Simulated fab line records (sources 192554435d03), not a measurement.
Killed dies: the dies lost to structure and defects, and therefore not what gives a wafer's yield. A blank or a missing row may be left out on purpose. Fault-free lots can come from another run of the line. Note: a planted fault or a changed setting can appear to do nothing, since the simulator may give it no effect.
fab line records ; flow n5Finfet
record lots=6; wafers=18; lastDay=19
route steps=1938 shown BEOL_M4@1059
lots that met no fault: taken from a fault-free run of the same line
startH: hours from the record's opening day to when the first of the lot's shown wafers began ; waitH: hours since the lot's step before ; " repeats the value in the row above ; L1.1+2: several wafers, shown together as one row ; - no value, or no start given ; * or withheld: withheld ; < > ~ a bound
route shown NAME@n: names a module that has steps shown in the file, with the first one's number in the route ; usual: the fault-free wafers' mean and standard deviation ; same: alike in all rows ; chamber/n: place in a boat ; sites: each site's reading ; _std_site: how widely they spread, as a standard deviation ; _edge_site: the outer-site mean with the inner-site mean subtracted ; radiusMm: how far each site lies from the wafer's centre ; mask NAME#n: copy n ; behind: the tool/chamber that last shaped the wafer ; hold: why the lot went on hold/how many hours it stayed there/how the hold came to an end ; device: transistor that didn't switch, given as n, p or np ; end of line: tests run on the same wafers once the route is complete ; a step without rows: its recipe alone ; killed: the dies lost at the first sort to structure and to defects; this is not the yield of the wafer ; map: shows each die of a wafer: x if killed, . if not, _ if none is there
set.NAME: the setting that was run; set.NAME@STEP: the one run at that earlier step ; model.NAME: the simulator's own value behind a step, which no gauge read
lots at some steps of the route; a table a step, a row a wafer
services: when a tool's chamber went out of use (startH, in hours from the record's first day, below 0 if earlier), for how many hours, and the reason
## steps
# step N5_BEOL_M4_DESCUM_33
# recipe chemistry=O2; timeS=7; sourcePowerW=50; biasPowerW=20; pressureMtorr=20; rfFrequencyHz=2.712e+07; tempC=40; resist=CAR-EUV; o2FlowSccm=225
# usual drypumpMotorCurrentA=5.9/0.42; oesProductAu=0.77/0.071; rfVppV=243.2/1.1; showerheadPlenumPTorr=2.09/0.064; throttleValvePct=20.4/0.34
lot.wafer;tool;chamber;startH;waitH;drypumpMotorCurrentA;oesProductAu;rfHoursCounterH;rfVppV;showerheadPlenumPTorr;throttleValvePct
L843.3;rieDiel-06;1;189.30;0.0;6.5;0.70;242;243.8;2.12;20.5
L843.4;rieDiel-06;3;189.30;0.0;5.3;0.84;40;243.9;2.14;20.4
L843.5;rieDiel-06;0;189.30;0.0;5.8;0.81;-;246.5;2.20;20.4
L841.3;rieDiel-06;3;189.48;0.2;5.3;0.84;40;242.5;2.14;20.4
L841.4;rieDiel-06;0;189.48;0.2;5.8;0.80;124;243.1;2.20;20.5
L841.5;rieDiel-06;1;189.48;0.2;6.5;0.70;-;244.7;2.12;20.5
L850.3;rieDiel-01;2;236.90;0.0;6.2;0.90;50;242.8;2.14;20.6
L850.4;rieDiel-01;1;236.90;0.0;6.0;0.71;189;241.4;1.98;20.3
L850.5;rieDiel-01;0;236.90;0.0;6.5;0.76;-;244.4;2.17;20.6
L853.1;rieDiel-06;1;248.44;0.0;6.5;0.98;2;244.6;2.11;20.1
L853.4;rieDiel-06;2;248.44;0.0;5.4;0.72;217;244.3;2.07;20.3
L853.5;rieDiel-06;1;248.44;0.0;6.5;0.99;-;243.1;2.11;20.1
L854.1;rieDiel-03;2;261.29;0.0;5.4;0.70;208;243.5;2.04;20.1
L854.2;rieDiel-03;3;261.29;0.0;6.3;0.83;105;242.2;2.00;20.0
L854.5;rieDiel-03;0;261.29;0.0;6.1;0.70;-;242.3;2.11;21.0
L861.1;rieDiel-03;1;293.57;0.0;5.5;0.77;111;243.8;2.11;20.7
L861.2;rieDiel-03;0;293.57;0.0;6.1;0.69;212;242.5;2.11;21.0
L861.6;rieDiel-03;0;293.57;0.0;6.1;0.69;-;242.3;2.11;21.0
# step N5_BEOL_M4_ETCH_77
# recipe chemistry=N2/H2; target=underlayer; targetDepthA=65; maskMaterial=CAR-EUV; timeS=5.2; ionEnergyEv=200; pressureMtorr=30; sourceW=840; biasW=150; n2FlowSccm=200; h2FlowSccm=200; ends=cleared
# step N5_BEOL_M4_ETCH_69
# recipe chemistry=CF4; target=SiARC; targetDepthA=156; maskMaterial=CAR-EUV; timeS=26; ionEnergyEv=80; pressureMtorr=40; sourceW=545; biasW=36; Ar_flow_sccm=100; cf4FlowSccm=100; ends=cleared
# step N5_BEOL_M4_ALD_98
# recipe material=SiO2; targetThkA=25; tempC=100; aldPrecursorFamily=BDEAS; aldCoReactant=O2-plasma; pulseTimeS=1; coReactantPulseTimeS=1; purgeTimeS=2; coReactantPurgeTimeS=2; aldCycles=17; pressureTorr=2
# usual heaterPowerW=81/7.1; precursorPulseHeightRel=1.001/0.02
lot.wafer;tool;chamber;startH;waitH;heaterPowerW;precursorPulseHeightRel
L843.3;aldSin-02;1;189.44;0.1;90;0.945
L843.4;aldSin-02;3;189.44;0.1;85;1.007
L843.5;aldSin-02;2;189.44;0.1;72;0.994
L841.3;aldSin-02;2;189.99;0.4;72;1.023
L841.4;aldSin-02;1;189.99;0.4;92;1.012
L841.5;aldSin-02;3;189.99;0.4;82;1.018
L850.3;aldSin-04;2;237.52;0.5;84;1.003
L850.4;aldSin-04;0;237.52;0.5;81;0.979
L850.5;aldSin-04;2;237.52;0.5;86;1.005
L853.1;aldSin-02;0;248.76;0.2;70;1.000
L853.4;aldSin-02;2;248.76;0.2;73;1.029
L853.5;aldSin-02;2;248.76;0.2;73;1.024
L854.1;aldSin-03;3;261.42;0.1;76;0.994
L854.2;aldSin-03;0;261.42;0.1;90;1.022
L854.5;aldSin-03;1;261.42;0.1;72;0.995
L861.1;aldSin-03;3;293.70;0.1;76;1.011
L861.2;aldSin-03;2;293.70;0.1;87;1.000
L861.6;aldSin-03;1;293.70;0.1;70;1.015
# step N5_BEOL_M4_ETCHBACK_99
# recipe chemistry=CHF3; target=SiO2; targetDepthA=50; timeS=10.4; sourceW=215; biasW=47; Ar_flow_sccm=200; CHF3_flow_sccm=12; ionEnergyEv=100; pressureMtorr=30
# usual CHF3_flow_sccm=12.00/0.036; drypumpMotorCurrentA=5.9/0.42; oesProductAu=0.77/0.072; rfVppV=239/6.2; showerheadPlenumPTorr=2.16/0.059; throttleValvePct=17.14/0.22
lot.wafer;tool;chamber;startH;waitH;CHF3_flow_sccm;drypumpMotorCurrentA;oesProductAu;rfHoursCounterH;rfVppV;showerheadPlenumPTorr;throttleValvePct
L843.3;rieDiel-06;2;190.46;1.0;11.98;5.4;0.72;197;234;2.13;16.99
L843.4;rieDiel-06;3;190.46;1.0;12.01;5.3;0.83;40;243;2.22;17.16
L843.5;rieDiel-06;2;190.46;1.0;11.95;5.4;0.73;-;235;2.13;16.99
L841.3;rieDiel-03;1;190.58;0.5;11.92;5.4;0.81;77;238;2.18;17.25
L841.4;rieDiel-03;3;190.58;0.5;11.97;6.3;0.84;81;240;2.09;16.67
L841.5;rieDiel-03;2;190.58;0.5;12.02;5.3;0.71;-;244;2.13;16.84
L850.3;rieDiel-06;3;238.40;0.8;12.06;5.3;0.80;58;242;2.21;17.22
L850.4;rieDiel-06;2;238.40;0.8;12.04;5.4;0.72;-;233;2.12;17.02
L850.5;rieDiel-06;3;238.40;0.8;12.01;5.3;0.80;-;242;2.21;17.19
L853.1;rieDiel-06;3;248.94;0.1;11.99;5.3;0.81;62;243;2.21;17.21
L853.4;rieDiel-06;0;248.94;0.1;12.00;5.8;0.76;146;228;2.25;17.17
L853.5;rieDiel-06;1;248.94;0.1;12.06;6.5;0.97;-;246;2.21;17.01
L854.1;rieDiel-03;0;264.38;2.9;11.98;6.1;0.69;202;225;2.16;17.54
L854.2;rieDiel-03;3;264.38;2.9;11.99;6.3;0.80;106;240;2.08;16.72
L854.5;rieDiel-03;2;264.38;2.9;12.00;5.4;0.69;-;244;2.12;16.89
L861.1;rieDiel-01;0;295.91;2.2;12.00;6.5;0.72;184;244;2.22;17.18
L861.2;rieDiel-01;2;295.91;2.2;12.02;6.2;0.84;74;241;2.18;17.22
L861.6;rieDiel-01;1;295.91;2.2;12.00;5.9;0.68;-;242;2.06;17.25
# step N5_BEOL_M4_ETCH_70
# recipe chemistry=N2/H2; target=SOC; targetDepthA=800; overetchA=240; maskMaterial=SiARC; tempC=40; timeS=130; ionEnergyEv=200; pressureMtorr=30; sourceW=840; biasW=150; n2FlowSccm=200; h2FlowSccm=200
# usual drypumpMotorCurrentA=5.9/0.42; oesProductAu=0.57/0.049; rfVppV=523.9/2; showerheadPlenumPTorr=2.54/0.074; throttleValvePct=17.81/0.2
lot.wafer;tool;chamber;startH;waitH;drypumpMotorCurrentA;oesProductAu;rfHoursCounterH;rfVppV;showerheadPlenumPTorr;throttleValvePct
L843.3;rieDiel-06;2;190.50;0.0;5.4;0.55;197;524.1;2.53;17.76
L843.4;rieDiel-06;3;190.50;0.0;5.3;0.63;40;525.1;2.58;17.70
L843.5;rieDiel-06;2;190.50;0.0;5.4;0.55;-;524.1;2.53;17.78
L841.3;rieDiel-03;1;190.62;0.0;5.5;0.60;77;523.3;2.58;17.93
L841.4;rieDiel-03;3;190.62;0.0;6.3;0.61;81;521.6;2.46;17.39
L841.5;rieDiel-03;2;190.62;0.0;5.4;0.53;-;523.8;2.55;17.78
L850.3;rieDiel-06;3;238.44;0.0;5.3;0.61;58;524.3;2.57;17.72
L850.4;rieDiel-06;2;238.44;0.0;5.3;0.53;-;522.0;2.52;17.81
L850.5;rieDiel-06;3;238.44;0.0;5.3;0.61;-;525.2;2.57;17.71
L853.1;rieDiel-06;3;248.98;0.0;5.3;0.61;62;524.6;2.57;17.73
L853.4;rieDiel-06;0;248.98;0.0;5.8;0.56;146;527.6;2.63;17.68
L853.5;rieDiel-06;1;248.98;0.0;6.5;0.70;-;524.2;2.61;17.77
L854.1;rieDiel-03;0;264.42;0.0;6.1;0.51;202;524.1;2.49;17.96
L854.2;rieDiel-03;3;264.42;0.0;6.3;0.60;106;522.0;2.45;17.43
L854.5;rieDiel-03;2;264.42;0.0;5.4;0.52;-;523.4;2.54;17.82
L861.1;rieDiel-01;0;295.95;0.0;6.5;0.55;184;527.3;2.63;17.99
L861.2;rieDiel-01;2;295.95;0.0;6.2;0.61;74;524.3;2.57;17.89
L861.6;rieDiel-01;1;295.95;0.0;5.9;0.51;-;519.4;2.39;17.65
# step N5_BEOL_M4_STRIP_71
# recipe chemistry=N2/H2; tempC=40; n2FlowSccm=200; h2FlowSccm=200; rfFrequencyHz=6e+07
# step N5_BEOL_M4_STRIP_78
# recipe chemistry=N2/H2; tempC=40; n2FlowSccm=200; h2FlowSccm=200; rfFrequencyHz=6e+07
# step N5_BEOL_M4_VIA_ETCH_34
# recipe chemistry=C4F6/O2; targetDepthA=694; maskMaterial=SOC; pressureMtorr=15; ionEnergyEv=250; taperDeg=4; timeS=65.9; sourceW=350; biasW=170; Ar_flow_sccm=300; C4F6_flow_sccm=10; O2_flow_sccm=10
# step N5_BEOL_M4_STRIP_83
# recipe chemistry=C4F6/O2; resist=SiARC; rfFrequencyHz=6e+07
# step N5_BEOL_M4_STRIP_36
# recipe chemistry=N2/H2; powerW=450; tempC=40; pressureMtorr=20; rfFrequencyHz=6e+07; overashFraction=0.3; biasPowerW=7; h2Frac=0.5; n2FlowSccm=200; h2FlowSccm=200
# step N5_BEOL_M4_TRENCH_ETCH_37
# recipe chemistry=C4F6/O2; targetDepthA=555.55; target=SiOC; timeS=29.2; ionEnergyEv=250; pressureMtorr=30; sourceW=355; biasW=185; Ar_flow_sccm=300; C4F6_flow_sccm=10; O2_flow_sccm=10
# step N5_BEOL_M4_ETCH_41
# recipe chemistry=CH3F/O2; target=SiCN; targetDepthA=299; taperDeg=2; timeS=52.5; ionEnergyEv=120; maskMaterial=TiN; pressureMtorr=30; sourceW=395; biasW=75; Ar_flow_sccm=150; CH3F_flow_sccm=30; O2_flow_sccm=20
# usual drypumpMotorCurrentA=5.9/0.42; oesProductAu=0.77/0.072; rfVppV=297.4/1.3; showerheadPlenumPTorr=2.00/0.055; throttleValvePct=16.38/0.23
lot.wafer;tool;chamber;startH;waitH;drypumpMotorCurrentA;oesProductAu;rfHoursCounterH;rfVppV;showerheadPlenumPTorr;throttleValvePct;model.etch.depthNm
L843.3;rieDiel-06;2;190.73;-;5.4;0.72;197;296.9;1.98;16.26;19.01
L843.4;rieDiel-06;3;190.73;-;5.3;0.83;40;298.4;2.06;16.39;19.26
L843.5;rieDiel-06;2;190.73;-;5.4;0.72;-;297.5;1.98;16.25;18.99
L841.3;rieDiel-03;1;190.85;-;5.4;0.81;77;297.8;2.03;16.49;19.85
L841.4;rieDiel-03;3;190.85;-;6.3;0.84;81;296.3;1.94;15.89;20.03
L841.5;rieDiel-03;2;190.85;-;5.4;0.70;-;295.7;1.97;16.11;19.69
L850.3;rieDiel-06;3;238.67;-;5.3;1.03;58;298.1;2.05;16.41;27.56
L850.4;rieDiel-06;2;238.67;-;5.4;0.90;-;296.3;1.97;16.30;27.64
L850.5;rieDiel-06;3;238.67;-;5.3;1.03;-;298.7;2.05;16.41;27.61
L853.1;rieDiel-06;3;249.21;-;5.3;1.01;62;297.3;2.05;16.42;27.31
L853.4;rieDiel-06;0;249.21;-;5.7;0.96;146;299.3;2.09;16.42;28.49
L853.5;rieDiel-06;1;249.21;-;6.5;1.24;-;297.7;2.05;16.21;29.48
L854.1;rieDiel-03;0;264.65;-;6.1;0.70;202;297.5;2.01;16.80;19.79
L854.2;rieDiel-03;3;264.65;-;6.3;0.81;106;295.2;1.93;15.95;19.94
L854.5;rieDiel-03;2;264.65;-;5.4;0.69;-;298.5;1.96;16.14;19.41
L861.1;rieDiel-01;0;296.18;-;6.4;0.73;184;298.0;2.06;16.45;18.9
L861.2;rieDiel-01;2;296.18;-;6.2;0.83;74;297.2;2.03;16.44;19.96
L861.6;rieDiel-01;1;296.18;-;6.0;0.68;-;294.8;1.91;16.50;19.53
# step N5_BEOL_M4_STRIP_97
# recipe chemistry=N2/H2; timeS=10; powerW=450; tempC=40; pressureMtorr=20; rfFrequencyHz=6e+07; biasPowerW=7; n2FlowSccm=200; h2FlowSccm=200
# usual drypumpMotorCurrentA=5.9/0.42; oesProductAu=0.77/0.072; rfVppV=59.1/0.85; showerheadPlenumPTorr=2.53/0.074; throttleValvePct=23.57/0.26
lot.wafer;tool;chamber;startH;waitH;drypumpMotorCurrentA;oesProductAu;rfHoursCounterH;rfVppV;showerheadPlenumPTorr;throttleValvePct
L843.3;rieDiel-06;2;-;-;5.4;0.73;197;60.3;2.53;23.45
L843.4;rieDiel-06;3;-;-;5.3;0.84;40;58.5;2.58;23.52
L843.5;rieDiel-06;2;-;-;5.4;0.73;-;58.3;2.53;23.45
L841.3;rieDiel-03;1;-;-;5.5;0.81;77;58.2;2.58;23.62
L841.4;rieDiel-03;3;-;-;6.3;0.85;81;59.8;2.46;23.20
L841.5;rieDiel-03;2;-;-;5.4;0.72;-;59.8;2.54;23.73
L850.3;rieDiel-06;3;-;-;5.3;0.81;58;59.2;2.57;23.51
L850.4;rieDiel-06;2;-;-;5.4;0.72;-;58.7;2.52;23.49
L850.5;rieDiel-06;3;-;-;5.3;0.81;-;59.1;2.57;23.52
L853.1;rieDiel-06;3;-;-;5.3;0.81;62;58.1;2.57;23.54
L853.4;rieDiel-06;0;-;-;5.7;0.79;146;60.1;2.63;23.24
L853.5;rieDiel-06;1;-;-;6.5;0.99;-;59.1;2.61;23.74
L854.1;rieDiel-03;0;-;-;6.1;0.69;202;58.1;2.48;23.64
L854.2;rieDiel-03;3;-;-;6.3;0.83;106;59.9;2.45;23.21
L854.5;rieDiel-03;2;-;-;5.4;0.70;-;60.4;2.53;23.75
L861.1;rieDiel-01;0;-;-;6.5;0.74;184;59.5;2.62;23.88
L861.2;rieDiel-01;2;-;-;6.2;0.85;74;58.9;2.57;23.68
L861.6;rieDiel-01;1;-;-;6.0;0.69;-;58.9;2.38;23.24
# step N5_BEOL_M4_RC_MEAS_101
# usual DIBL_N=36.6/2.1; DIBL_P=36.5/2.7; IOFF_N=0.17/0.043; IOFF_P=0.22/0.045; ION_N=674/17; ION_P=461/9.9; SS_N=71.7/0.79; SS_P=73.4/0.79; VT_N=249/4; VT_P=-250/3.3
lot.wafer;tool;chamber;startH;waitH;DIBL_N[mV/V];DIBL_P[mV/V];IOFF_N[nA/um];IOFF_P[nA/um];ION_N[uA/um];ION_P[uA/um];SS_N[mV/dec];SS_P[mV/dec];VT_N[mV];VT_P[mV]
L843.3;prober-01;0;195.08;0.3;33.0;30.5;0.08;0.13;631;437;70.0;71.8;260;-255
L843.4;prober-01;0;195.08;0.3;39.2;39.2;0.20;0.25;698;472;72.2;73.9;247;-246
L843.5;prober-01;0;195.08;0.3;40.0;40.8;0.21;0.28;671;459;73.2;74.9;245;-250
L841.3;prober-02;0;195.24;0.3;36.5;35.6;0.15;0.20;672;456;72.0;73.9;251;-254
L841.4;prober-02;0;195.24;0.3;39.6;40.1;0.23;0.28;699;477;72.4;75.3;244;-247
L841.5;prober-02;0;195.24;0.3;36.5;36.3;0.17;0.21;685;465;72.0;73.8;250;-250
L850.3;prober-02;0;242.78;0.3;34.5;33.3;0.13;0.15;682;460;71.2;72.1;251;-257
L850.4;prober-02;0;242.78;0.3;40.6;41.9;0.25;0.26;683;460;73.0;74.9;245;-252
L850.5;prober-02;0;242.78;0.3;38.3;39.2;0.21;0.22;697;473;72.5;74.2;250;-251
L853.1;prober-02;0;253.49;0.0;41.1;41.8;0.26;0.29;693;464;72.5;74.7;245;-247
L853.4;prober-02;0;253.49;0.0;33.5;32.8;0.11;0.15;646;445;70.7;72.3;254;-255
L853.5;prober-02;0;253.49;0.0;34.2;32.4;0.12;0.15;657;445;70.5;72.0;254;-255
L854.1;prober-01;0;269.67;0.0;31.0;30.4;0.08;0.12;637;446;70.1;71.2;258;-256
L854.2;prober-01;0;269.67;0.0;34.9;35.7;0.13;0.18;663;457;71.5;73.3;251;-252
L854.5;prober-01;0;269.67;0.0;37.1;37.9;0.18;0.22;690;466;71.4;73.8;248;-250
L861.1;prober-02;0;340.49;0.0;35.9;32.9;0.12;0.15;661;450;71.2;72.7;254;-257
L861.2;prober-02;0;340.49;0.0;36.8;34.8;0.13;0.16;659;450;71.7;73.7;255;-255
L861.6;prober-02;0;340.49;0.0;37.4;35.9;0.16;0.19;685;461;72.0;73.0;251;-252
## services
tool;chamber;startH;hours;kind
aldSin-03;0;168.46;15.3;repair
aldSin-02;0;176.86;13.6;repair
rieDiel-06;1;220.53;-;clean
rieDiel-06;1;220.53;-;consumableReplace:focusRing
rieDiel-06;1;220.53;20.2;scheduledDown
rieDiel-06;1;220.53;20.2;ventCycle
aldSin-04;3;221.86;24.5;repair
rieDiel-03;-;222.26;2.8;pm
aldSin-03;2;226.12;7.1;repair
aldSin-02;1;226.49;5.0;repair
aldSin-02;-;236.11;2.8;pm
rieDiel-01;3;255.63;-;clean
rieDiel-01;3;255.63;-;consumableReplace:focusRing
rieDiel-01;3;255.63;20.5;scheduledDown
rieDiel-01;3;255.63;20.5;ventCycle
aldSin-04;-;268.35;14.0;pm
aldSin-04;0;268.35;14.0;ventCycle
aldSin-04;1;268.35;14.0;ventCycle
aldSin-04;2;268.35;14.0;ventCycle
aldSin-04;3;268.35;14.0;ventCycle
aldSin-02;2;279.15;34.5;repair
aldSin-04;0;282.35;-;clean
aldSin-04;0;290.72;2.1;repair
aldSin-02;0;293.05;6.5;repair
## key
firstSign step=N5_BEOL_M4_ETCH_41; reading=oesProductAu; direction=up; sigmas=3.6; usual=0.77; struck=1.03
effect none on later readings
modelEffect step=N5_BEOL_M4_ETCH_41; value=etch.depthNm; without=19.58; struck=28.01
metAt N5_BEOL_M4_ETCH_41
struckWafers L850.3,L850.4,L850.5,L853.1,L853.4,L853.5
onsetBetween 190.73 238.67
fault kind=processParameterDrift; tool=rieDiel-06; chamber=-; onsetH=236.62; steps=N5_BEOL_M4_ETCH_41; channel=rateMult; offset=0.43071; shape=step; endH=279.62
